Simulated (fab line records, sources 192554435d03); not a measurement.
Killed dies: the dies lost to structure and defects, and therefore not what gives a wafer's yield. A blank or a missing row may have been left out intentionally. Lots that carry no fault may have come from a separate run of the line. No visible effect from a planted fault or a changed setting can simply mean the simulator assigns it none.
Code-filled problem report in 8D (eight disciplines) form || flow n5_finfet || the parts of the form that need people (team, actions taken, sign-off) are left out

1. WHAT WENT WRONG
head_pressure_psi at N5_MOL_CONTACT_COAG_CMP_23 reads a mean of 2.232 psi on 3 wafers of 2 lots; wafers without a fault read 1.999 psi with a standard deviation of 0.0046. That puts it +51 standard deviations away from the usual mean.
The step: polishes, stops on SiO2, t overpolish 1.5 s, target thk 0 nm.
The first sign was on wafer L947.2 at day 7 02:38, on cmp-04. The record holds 12 wafers of 4 lots with a number at this step. Rule for "out" (also "out of limits"): further than 4 standard deviations from the usual mean. The other wafers with a number count as sound.

2. WHAT IT IS, WHAT IT ISN'T
{"question": "which readings at this step", "is": "head_pressure_psi", "is not": "motor_current_A, overpolish_run_s, time_to_endpoint_s"}
{"question": "which lots", "is": "L947, L948", "is not": "L961, L962"}
{"question": "which wafers of those lots", "is": "L947.2, L947.5, L948.4", "is not": "L947.6, L948.1, L948.3"}
{"question": "read on which tools", "is": "cmp-04", "is not": "cmp-01"}
{"question": "when", "is": "from day 7 02:38", "is not": "up to then (1 sound wafer); but 8 sound wafers of L948, L961, L962 came after"}

3. WHAT RULES OUT EACH SUSPECT
Counting: any tool at a process step up to the reading remains a suspect provided it ran every lot that is out. Sound lots after the first of them don't rule it out here, since some wafers of a struck lot are sound.
- cmp-04 at N5_MOL_CONTACT_COAG_CMP_23 (polishes, stops on SiO2, t overpolish 1.5 s, target thk 0 nm): kept. It ran every lot that is out, first L947 (day 7 02:38). Its own readings are out on those wafers: head_pressure_psi.
- In cmp-04 at N5_MOL_CONTACT_COAG_CMP_23, the wafers that are out were processed in chamber 2 and their sound lot-mates in chambers 1, 3.
Remaining after the count: cmp-04 at N5_MOL_CONTACT_COAG_CMP_23.

4. THE CAUSE (what the simulator had put in)
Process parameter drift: cmp-04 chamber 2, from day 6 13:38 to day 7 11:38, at N5_MOL_CONTACT_COAG_CMP_23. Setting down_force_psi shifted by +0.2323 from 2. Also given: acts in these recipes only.
The count eliminated every tool but this one.

5. SEQUENCE OF EFFECTS, ordered by route
Rows list readings where the struck wafers' mean (over those with a number) sits beyond 3 standard deviations from the usual. Only readings for which the record gives a usual standard deviation are gone through. hours: the time from each lot's start at the first step in this table that gives one to its start at this step, as a median over the lots. sigmas: the change in usual standard deviations.
{"hours": 0, "step": "N5_MOL_CONTACT_COAG_CMP_23", "reading": "head_pressure_psi", "usual": "1.999 psi", "on struck wafers": 2.232, "change": "+0.233", "sigmas": "+51"}
The process steps in it:
- N5_MOL_CONTACT_COAG_CMP_23: polishes, stops on SiO2, t overpolish 1.5 s, target thk 0 nm.
Later measuring or inspecting steps at which every struck wafer that the step has a row for has a number for every such reading, and none has moved that far: N5_BEOL_M4_RC_MEAS_101.

6. HOW IT WOULD HAVE BEEN CAUGHT EARLIER
First out-of-limits reading in this record: day 7 02:38, which is 13 hours after fault onset at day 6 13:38.
